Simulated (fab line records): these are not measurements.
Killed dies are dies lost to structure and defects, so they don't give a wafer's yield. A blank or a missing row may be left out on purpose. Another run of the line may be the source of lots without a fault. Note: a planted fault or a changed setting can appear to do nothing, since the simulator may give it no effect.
Comparing a struck lot with a sound one | flow n5_finfet | 38 out of 1938 route steps
Sound: the wafers L270.2, L270.5, L270.6. Struck: wafer L272.1. (L272.2, L272.4 of the same lot were not struck and are left out.) The cause comes at the end.
For every step that has rows: the tool of each side, followed by ch and its chambers, followed by its first start. Under that, the readings that differ: sound wafers | struck wafers | difference of the means | sigmas: that difference in standard deviations of wafers without a fault.
alike: a reading whose means differ by less than 2 such deviations, as well as words and numbers matching on both sides. not compared: withheld readings; readings where some wafer has no value; bounds like >300 that might hide an equal value; numbers whose values overlap and for which the record gives no deviation.
A row with sigmas, a row that says differs or no value, or rows on one side alone: a step with any of these is where the two part. Numbers that have no deviation but don't overlap get no sigmas and don't part them. A reading that every wafer of one side lacks parts them only if that side has two wafers or more.

first, 11 steps without rows for these wafers: N5_FIN_SAQP_SPACER1_ETCHBACK_25 (etches SiO2 in CHF3/O2, target depth 24.4 nm, time 12.2 s); N5_FIN_SAQP_MANDREL1_REMOVE_56 (chemistry HBr/Cl2/O2, target a-Si, stops on SiNx, bt time 10 s); N5_FIN_SAQP_ETCH_57 (etches SiNx in CH3F/O2, target depth 32.5 nm, time 46.4 s); N5_FIN_SAQP_ETCH_65 (etches SiO2 in CF4, target depth 4 nm, time 4.4 s); N5_FIN_SAQP_MANDREL_ETCH_58 (etches a-Si in HBr/Cl2, stops on SiNx, target depth 45 nm, bt time 10 s, time 27 s); N5_FIN_SAQP_RECESS_63 (chemistry HF/NH3, target SiO2, target depth 18 nm, afs cycles 3, sublimation time 60 s); N5_FIN_SAQP_COAT_68 (time 60 s, resist thk 100 nm); N5_FIN_SAQP_ETCH_69 (etches SOC in N2/H2, stops on SiNx, target depth 150 nm); N5_FIN_SAQP_ETCH_67 (etches SiNx in CH3F/O2, target depth 30 nm); N5_FIN_SAQP_STRIP_70 (strips in N2/H2); N5_FIN_SAQP_RECESS_71 (chemistry HF/NH3, target SiO2, target depth 3 nm, afs cycles 1, sublimation time 60 s).
N5_FIN_SAQP_SPACER2_ALD_28: deposits SiO2, target thk 8.1 nm, pulse time 1 s, purge time 2 s.
  sound on ald_sin-03 ch 0,3, day 5 03:15; struck on ald_sin-03 ch 2, day 5 15:44
  reading                                           | sound       | struck | difference | sigmas
  heater_power_w (W)                                | 478 416 464 | 536    | +83        | +2
  model.SiO2_of_FIN_SAQP_SPACER2_ALD_28.thk_nm (nm) | 8.2 8.2 8.2 | 4.6    | -3.6       |
  alike: chamber_pressure_Torr, precursor_pulse_height_rel
then, 1 step without rows for these wafers: N5_FIN_SAQP_SPACER2_ETCHBACK_29 (etches SiO2 in CHF3/O2, target depth 12.2 nm, time 6.1 s).
N5_FIN_SAQP_MANDREL2_REMOVE_60: chemistry HBr/Cl2/O2, target a-Si, stops on SiNx, bt time 10 s.
  sound on rie_si-03 ch 0,2,3, day 5 03:41; struck on rie_si-06 ch 3, day 5 16:10
  reading                   | sound       | struck | difference | sigmas
  model.FIN_SAQP.cd_nm (nm) | 8.2 8.4 8.2 | 4.6    | -3.7       |
  alike: drypump_motor_current_A, oes_product_au, throttle_valve_pct
  not compared: rf_hours_counter_h
N5_FIN_SAQP_CD_MEAS_31: the cd target is 8 nm.
  sound on cd_sem-01 ch 0, day 5 03:48; struck on cd_sem-02 ch 0, day 5 16:17
  reading    | sound          | struck | difference | sigmas
  cd_nm (nm) | 8.24 8.31 8.23 | 4.32   | -3.94      | -17
then, 3 steps without rows for these wafers: N5_FIN_SAQP_HM_OPEN_33 (chemistry CH3F/O2, target SiNx, target depth 49.4 nm, time 70.6 s); N5_FIN_SAQP_ETCH_34 (etches SiO2 in C4F6/O2, target depth 45 nm, time 15 s); N5_FIN_SAQP_STRIP_77 (strips in N2/H2, time 90 s).
N5_FIN_SAQP_HM_CD_35: the cd target is 8 nm.
  struck on cd_sem-01, day 5 16:44; sound on cd_sem-01, day 5 04:04
  reading    | sound          | struck | difference | sigmas
  cd_nm (nm) | 8.38 8.29 8.33 | 4.34   | -3.99      | -17
then, 1 step without rows for these wafers: N5_FIN_SAQP_ETCH_64 (etches SiO2 in CF4, target depth 1.5 nm).
N5_FIN_SAQP_FIN_ETCH_36: etches the open film in HBr/Cl2/O2, target depth 120 nm, time 50.4 s.
  sound on rie_si-05 ch 0,1, day 5 04:08; struck on rie_si-06 ch 2, day 5 16:48
  reading                     | sound             | struck | difference | sigmas
  drypump_motor_current_A (A) | 6.4 5.2 6.4       | 5.0    | -1.0       | -3
  oes_product_au (a.u.)       | 1.037 1.021 1.037 | 0.959  | -0.073     | -3
  model.FIN_SAQP.cd_nm (nm)   | 8.2 8.2 8.2       | 4.4    | -3.8       |
  alike: throttle_valve_pct
  not compared: rf_hours_counter_h
N5_FIN_SAQP_CD_MEAS_37: the cd target is 8 nm.
  struck on cd_sem-01, day 5 16:55; sound on cd_sem-03, day 5 04:16
  reading    | sound          | struck | difference | sigmas
  cd_nm (nm) | 8.06 8.87 8.49 | 4.44   | -4.03      | -14
then, 14 steps without rows for these wafers: N5_FIN_SAQP_PRECLEAN_38 (cleans in O3/DIW, time 45 s); N5_FIN_SAQP_PRECLEAN_45 (cleans in dHF, time 10 s); N5_FIN_SAQP_SRD_39 (time 30 s); N5_FIN_CUT_COAT_18 (time 60 s, resist thk 230 nm); N5_FIN_CUT_COAT_19 (time 60 s, resist thk 20 nm); N5_FIN_CUT_COAT_29 (time 60 s, resist thk 10 nm); N5_FIN_CUT_COAT_02 (resist thk 30 nm); N5_FIN_CUT_EBR_04; N5_FIN_CUT_SOFTBAKE_03 (time 60 s); N5_FIN_CUT_EXPOSE_05 (exposes mask FIN CUT); N5_FIN_CUT_PEB_06 (peb time 60 s); N5_FIN_CUT_DEVELOP_07 (develop time 30 s); N5_FIN_CUT_DESCUM_13 (chemistry O2, time 7 s); N5_FIN_CUT_ETCH_30 (etches underlayer in N2/H2, target depth 13 nm, time 10.4 s).
N5_STI_FIN_REVEAL_CD_MEAS_22: target cd 6.238 nm, pitch 28 nm.
  struck on cd_sem-01, day 6 03:10; sound on cd_sem-03, day 5 16:11
  reading    | sound          | struck | difference | sigmas
  cd_nm (nm) | 5.76 6.08 6.49 | 2.55   | -3.56      | -12
-- a jump in the record: the struck wafers' starts before and after are 6 days apart (it breaks off in module STI_FIN_REVEAL and resumes in module BEOL_M4, where the first step shown is number 1111 of the route) --
N5_BEOL_M4_RC_MEAS_101:
  sound on prober-01 ch 0, day 11 13:13; struck on prober-01 ch 0, day 11 21:16
  reading            | sound             | struck | difference | sigmas
  DIBL_N (mV/V)      | 36.7 36.3 34.6    | 12.3   | -23.6      | -12
  DIBL_P (mV/V)      | 37.0 35.2 34.0    | 4.1    | -31.3      | -13
  IOFF_N (nA/um)     | 0.17 0.16 0.13    | 0.01   | -0.14      | -5
  IOFF_N_85C (nA/um) | 3.3 3.3 2.8       | 0.2    | -2.9       | -6
  IOFF_N_LIN (nA/um) | 0.077 0.075 0.066 | 0.005  | -0.068     | -6
  IOFF_P (nA/um)     | 0.26 0.22 0.21    | 0.01   | -0.22      | -6
  IOFF_P_85C (nA/um) | 4.3 3.8 3.6       | 0.4    | -3.5       | -7
  IOFF_P_LIN (nA/um) | 0.118 0.107 0.102 | 0.015  | -0.094     | -7
  ION_N (uA/um)      | 680 688 669       | 509    | -170       | -13
  ION_P (uA/um)      | 473 470 465       | 378    | -91        | -11
  SS_N (mV/dec)      | 72.0 72.1 70.4    | 66.7   | -4.8       | -7
  SS_P (mV/dec)      | 73.4 72.8 73.2    | 65.1   | -8.0       | -12
  VT_N (mV)          | 249 248 251       | 303    | +54        | +16
  VT_N_LVT (mV)      | 98 97 100         | 154    | +56        | +17
  VT_P (mV)          | -245 -249 -246    | -287   | -40        | -12
  VT_P_LVT (mV)      | -93.3 -95.8 -97.1 | -132.8 | -37.4      | -13

WHERE THEY PART
Earliest at N5_FIN_SAQP_SPACER2_ALD_28; latest, in this record, at N5_BEOL_M4_RC_MEAS_101.

WHY: the cause the simulator had injected
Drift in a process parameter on ald_sin-03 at N5_FIN_SAQP_SPACER2_ALD_28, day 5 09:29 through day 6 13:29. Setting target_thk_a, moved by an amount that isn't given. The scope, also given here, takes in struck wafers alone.
